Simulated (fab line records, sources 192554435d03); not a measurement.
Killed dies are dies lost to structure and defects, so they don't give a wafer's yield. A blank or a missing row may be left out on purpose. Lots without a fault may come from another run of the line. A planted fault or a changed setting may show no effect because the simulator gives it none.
Chamber matching | flow n5_finfet | N5_BEOL_M15_STRIP_36 on rie_diel-02: 4 sister chambers
The step strips in O2. 4 wafers are shown with their chamber, then 12 later ones without.

WAFERS WITH THEIR CHAMBER
wafer  | chamber | drypump_motor_current_A (A)
L089.2 | 1       | 5.4
L089.4 | 2       | 5.5
L089.5 | 3       | 5.6
L089.6 | 0       | 5.5

WAFERS WITHOUT THEIR CHAMBER
wafer  | drypump_motor_current_A (A)
L086.2 | 5.5
L086.4 | 5.6
L086.6 | 5.7
L096.2 | 5.5
L096.3 | 5.7
L096.4 | 5.5
L095.1 | 5.6
L095.2 | 5.5
L095.3 | 5.4
L095.4 | 5.7
L095.5 | 5.6
L095.6 | 5.4

WHICH CHAMBER EACH WENT THROUGH
wafer  | from the rows above               | in truth
L086.2 | can't be placed: 0 or 2 or 1 or 3 | 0
L086.4 | can't be placed: 3 or 0 or 2      | 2
L086.6 | can't be placed: 3 or 0 or 2      | 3
L096.2 | can't be placed: 0 or 2 or 1 or 3 | 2
L096.3 | can't be placed: 3 or 0 or 2      | 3
L096.4 | can't be placed: 0 or 2 or 1 or 3 | 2
L095.1 | can't be placed: 3 or 0 or 2      | 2
L095.2 | can't be placed: 0 or 2 or 1 or 3 | 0
L095.3 | can't be placed: 1 or 0 or 2      | 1
L095.4 | can't be placed: 3 or 0 or 2      | 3
L095.5 | can't be placed: 3 or 0 or 2      | 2
L095.6 | can't be placed: 1 or 0 or 2      | 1
Placed correctly: 0 of 12. Can't be placed from these rows: 12 (the true chamber is among the candidates in 12). Placed wrongly: 0.
How it was worked out, from the rows above alone: a wafer's distance from a chamber is the root of the sum, over the readings, of the square of ((its reading less the chamber's mean) divided by the reading's scatter). The wafer belongs to the nearest chamber; if the next one is less than 2 further off, it can't be placed. A chamber's mean is the mean of its shown wafers. The scatter: with one shown wafer a chamber, the root of the mean of the squares of how far each hidden wafer lies from its nearest shown one.
